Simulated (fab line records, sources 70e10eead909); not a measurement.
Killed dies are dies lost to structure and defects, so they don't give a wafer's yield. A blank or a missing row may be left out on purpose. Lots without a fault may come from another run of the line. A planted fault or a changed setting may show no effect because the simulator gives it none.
fab line records | flow nand_harc
record lots=6 wafers=18 last_day=33
route steps=1302 shown A_ONON_D2@567 A_CHANNEL_HOLE_D2@570
lots that met no fault: from a run of the same line without faults
start_h: hours from the record's first day to the start of the lot's first wafer shown | wait_h: hours since the lot's step before | " the same as in the row above | L1.1+2: a row that stands for several wafers | - no value, or no start given | * or withheld: withheld | < > ~ a bound
route shown NAME@n: a module of which the file shows steps, and the number in the route of the first | usual: mean/standard deviation of fault-free wafers | same: alike in all rows | chamber/n: place in a boat | sites: the reading at each site | _std_site: their standard deviation | _edge_site: outer sites' mean less inner sites' | radius_mm: how far each site lies from the wafer's centre | mask NAME#n: copy n | behind: the tool/chamber that last shaped the wafer | hold: why the lot was held/for how many hours/how that ended | device: the transistor (n, p or np) that didn't switch | end of line: the same wafers' tests at the end of the route | a step without rows: its recipe alone | killed: dies lost to structure and defects at the first sort, not the wafer's yield | map: a wafer's dies, x killed, . not, _ none there
set.NAME: the setting as run; set.NAME@STEP: as run at that earlier step | model.NAME: the simulator's own value behind a step, which no gauge read
lots at some steps of the route; a table a step, a row a wafer
services: from which hour (start_h, from the record's first day; less than 0 if before it) a tool's chamber was out of use, for how many hours, and why
## steps
# step NHARC_A_ONON_D2_THK_MEAS_34
# recipe thk_meas_gauge=ellipsometry
# usual thk_nm=200/3.3
# columns lot.wafer tool chamber start_h wait_h thk_nm
L636.1 film_metro-01 - 374.35 - 195
L636.3 " - " " 200
L636.6 " - " " 203
L639.1 film_metro-01 - 401.32 - 204
L639.3 " - " " 193
L639.4 " - " " 204
L641.3 film_metro-02 - 405.85 - 199
L641.4 " - " " 201
L641.6 " - " " 202
L649.1 film_metro-01 - 503.36 - 201
L649.3 " - " " 197
L649.4 " - " " 202
L652.2 film_metro-01 - 516.40 - 199
L652.5 " - " " 204
L652.6 " - " " 199
L651.3 film_metro-02 - 516.41 - 194
L651.4 " - " " 203
L651.6 " - " " 200
# step NHARC_A_ONON_D2_INSPECT_32
# usual raw_defect_count=418/140
# columns lot.wafer tool chamber start_h wait_h raw_defect_count
L636.1 defect_inspect-02 - 374.42 0.0 515
L636.3 " - " " 377
L636.6 " - " " 412
L639.1 defect_inspect-01 - 401.41 0.0 501
L639.3 " - " " 529
L639.4 " - " " 560
L641.3 defect_inspect-01 - 405.93 0.0 370
L641.4 " - " " 988
L641.6 " - " " 769
L649.1 defect_inspect-01 - 503.42 0.0 250
L649.3 " - " " 399
L649.4 " - " " 397
L652.2 defect_inspect-02 - 516.46 0.0 253
L652.5 " - " " 407
L652.6 " - " " 355
L651.3 defect_inspect-01 - 516.48 0.0 403
L651.4 " - " " 390
L651.6 " - " " 407
# step NHARC_A_CHANNEL_HOLE_D2_DEP_00
# recipe target_thk_a=31000 temp_c=400 material=aC
# usual throttle_valve_pct=34.999/0.0092
# columns lot.wafer tool chamber start_h wait_h throttle_valve_pct
L636.1 acl_dep-02 0 379.68 5.3 35.005
L636.3 " 0 " " 34.995
L636.6 " 0 " " 34.998
L639.1 acl_dep-01 0 403.34 1.9 34.993
L639.3 " 0 " " 35.014
L639.4 " 0 " " 34.990
L641.3 acl_dep-03 0 408.39 2.5 35.001
L641.4 " 0 " " 34.979
L641.6 " 0 " " 35.010
L649.1 acl_dep-01 0 504.92 1.5 34.990
L649.3 " 0 " " 35.003
L649.4 " 0 " " 35.020
L652.2 acl_dep-01 0 516.84 0.4 35.001
L652.5 " 0 " " 34.992
L652.6 " 0 " " 34.989
L651.3 acl_dep-03 0 518.40 1.9 35.003
L651.4 " 0 " " 34.983
L651.6 " 0 " " 35.006
# step NHARC_A_CHANNEL_HOLE_D2_DEP_01
# recipe target_thk_a=1400 target_thk_nm=140 temp_c=400 pressure_torr=3.5 flow_sccm=200 rf_w=350 material=SiON
# usual heater_power_w=766/90
# columns lot.wafer tool chamber start_h wait_h heater_power_w
L636.1 pecvd-04 1 381.60 1.6 738
L636.3 " 2 " " 936
L636.6 " 1 " " 759
L639.1 pecvd-01 1 405.26 1.6 766
L639.3 " 2 " " 644
L639.4 " 2 " " 656
L641.3 pecvd-04 0 409.68 1.0 724
L641.6 " 0 " " 729
L641.4 " 1 " " 785
L649.1 pecvd-02 1 506.91 1.7 727
L649.3 " 2 " " 715
L649.4 " 1 " " 772
L652.2 pecvd-01 2 518.46 1.3 723
L652.6 " 1 " " 808
L652.5 " 0 " " 743
L651.3 pecvd-04 2 519.68 1.0 941
L651.4 " 0 " " 697
L651.6 " 1 " " 774
# step NHARC_A_CHANNEL_HOLE_D2_DEHYDRATE_02
# recipe temp_c=150 time_s=120
# step NHARC_A_CHANNEL_HOLE_D2_HMDS_03
# recipe time_s=30
# step NHARC_A_CHANNEL_HOLE_D2_COAT_36
# recipe temp_c=260 time_s=75
# step NHARC_A_CHANNEL_HOLE_D2_COAT_37
# recipe temp_c=225 time_s=65
# step NHARC_A_CHANNEL_HOLE_D2_COAT_04
# recipe spin_rpm=1500 resist_thk_nm=90
# step NHARC_A_CHANNEL_HOLE_D2_SOFTBAKE_05
# recipe temp_c=105 time_s=55
# step NHARC_A_CHANNEL_HOLE_D2_EBR_06
# step NHARC_A_CHANNEL_HOLE_D2_EXPOSE_07
# recipe na=1.35 target_cd_nm=100 sigma_outer=0.3 dose_mj=59.65 mask_id=HOLE_D2
# usual exposure_dose_mJ_cm2=59.57/0.064 focus_offset_nm=-0.1/0.52
# columns lot.wafer tool chamber start_h wait_h mask exposure_dose_mJ_cm2 focus_offset_nm
L636.1 arfi_scanner-03 0 382.18 - HOLE_D2#0 59.58 0.1
L636.3 " 0 " " HOLE_D2#0 59.54 -0.1
L636.6 " 0 " " HOLE_D2#0 59.53 -0.6
L639.1 arfi_scanner-01 - 405.71 - HOLE_D2#0 - -
L639.3 " - " " HOLE_D2#0 - -
L639.4 " - " " HOLE_D2#0 - -
L641.3 arfi_scanner-01 - 410.15 - HOLE_D2#0 - -
L641.4 " - " " HOLE_D2#0 - -
L641.6 " - " " HOLE_D2#0 - -
L649.1 arfi_scanner-01 0 507.46 - HOLE_D2#0 59.57 -0.2
L649.3 " 0 " " HOLE_D2#0 59.47 0.2
L649.4 " 0 " " HOLE_D2#0 59.52 -0.3
L652.2 arfi_scanner-01 0 518.89 - HOLE_D2#0 59.48 -0.5
L652.5 " 0 " " HOLE_D2#0 59.50 -1.0
L652.6 " 0 " " HOLE_D2#0 59.53 -0.1
L651.3 arfi_scanner-03 0 520.28 - HOLE_D2#0 59.60 0.5
L651.4 " 0 " " HOLE_D2#0 59.73 0.4
L651.6 " 0 " " HOLE_D2#0 59.68 0.3
# step NHARC_A_CHANNEL_HOLE_D2_PEB_08
# recipe peb_temp_c=100 peb_time_s=65
## services
# columns tool chamber start_h hours kind
pecvd-04 - 361.43 4.7 repair
acl_dep-01 - 366.88 13.0 pm
arfi_scanner-03 - 368.00 4.0 pm
pecvd-02 - 384.86 1.8 repair
arfi_scanner-03 - 393.30 0.5 repair
pecvd-02 - 408.63 13.0 pm
pecvd-01 1 408.90 5.2 repair
acl_dep-02 - 422.42 13.0 pm
arfi_scanner-01 - 424.00 4.0 pm
arfi_scanner-01 - 433.63 0.3 repair
pecvd-02 2 440.83 4.9 repair
pecvd-04 - 450.04 13.0 pm
pecvd-04 0 450.04 13.0 vent_cycle
pecvd-04 1 450.04 13.0 vent_cycle
pecvd-04 2 450.04 13.0 vent_cycle
acl_dep-02 - 450.93 3.9 repair
arfi_scanner-01 - 452.57 4.1 repair
pecvd-04 0 463.04 - clean
pecvd-04 1 463.04 - clean
pecvd-04 2 463.04 - clean
arfi_scanner-03 - 473.35 3.4 repair
acl_dep-03 - 482.04 13.0 pm
arfi_scanner-01 0 486.09 - calibration
pecvd-01 - 493.39 13.0 pm
## key
first_sign step=NHARC_A_CHANNEL_HOLE_D2_EXPOSE_07 reading=tool_record direction=missing
effect none on later readings
met_at NHARC_A_CHANNEL_HOLE_D2_EXPOSE_07
struck_wafers L639.1,L639.3,L639.4,L641.3,L641.4,L641.6
later_rows_left_out L639.1,L639.3,L639.4,L641.3,L641.4,L641.6
sort_left_out L639.1,L639.3,L639.4,L641.3,L641.4,L641.6
tester_left_out L639,L641
fault kind=skipped_step_whole tool=arfi_scanner-01 chamber=- onset_h=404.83 steps=NHARC_A_CHANNEL_HOLE_D2_EXPOSE_07 scope=struck_lots_only
# tester_left_out: of these lots the tester's yield and bins aren't shown, on N5 and GAA mostly nor the transistor test; their killed dies are dies lost to structure and defects alone, not to doping, threshold or leakage, so they don't give the yield
# sort_left_out: the simulated sort isn't trusted on such a fault, so these wafers' sort isn't shown, and their yield isn't known
# later_rows_left_out: the simulator's readings of these wafers behind a module that went badly wrong aren't trusted and aren't shown, but for the sort
